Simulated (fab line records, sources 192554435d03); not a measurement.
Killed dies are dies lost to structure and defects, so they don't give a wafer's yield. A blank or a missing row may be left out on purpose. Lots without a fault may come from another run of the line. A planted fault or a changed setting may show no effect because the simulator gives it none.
Which tool did it? | flow n5_finfet | 10 lots, 30 wafers sampled, at 1 step of a route of 1938

WHAT THE GAUGES READ, wafer by wafer
N5_BEOL_M4_RC_MEAS_101.
lot  | measured     | on        | DIBL_N (mV/V)
L241 | day 9 17:16  | prober-01 | 37.6 35.8 35.0
L243 | day 10 02:59 | prober-01 | 36.7 36.5 37.5
L240 | day 10 11:23 | prober-01 | 33.7 33.8 35.0
L245 | day 10 15:55 | prober-01 | 35.5 35.7 34.7
L246 | day 11 12:28 | prober-01 | 36.8 36.9 37.2
L252 | day 13 03:26 | prober-01 | 33.4 35.7 36.9
L253 | day 13 12:34 | prober-02 | 35.9 38.0 36.0
L258 | day 14 05:22 | prober-02 | 34.3 34.8 33.7
L259 | day 14 09:46 | prober-01 | 34.4 35.5 38.4
L262 | day 16 21:25 | prober-01 | 35.7 37.1 35.8

WHICH TOOL RAN EACH LOT (tool, then ch and the chambers of the sampled wafers, then the start)
The record holds no process step before these readings.

THE ANSWER, worked out from the rows above alone
Rule: what is usual is taken from the lots themselves. Put in order of their means at a reading, lots are off if they are a third of the lots or fewer, leave a main group of 4 or more, and stand apart from it by a gap of 3 or more times the standard deviation of the main group's means; of several such gaps the widest counts. A main group whose means are all the same, to the digits that the tables above print for the reading, isn't used. A lot without any number at a reading at which 4 lots or more have one is off too. The other lots that the step has rows for count as sound.
No lot is off at any reading shown: from this, nothing can be told.

WHAT THE SIMULATOR HAD PUT IN
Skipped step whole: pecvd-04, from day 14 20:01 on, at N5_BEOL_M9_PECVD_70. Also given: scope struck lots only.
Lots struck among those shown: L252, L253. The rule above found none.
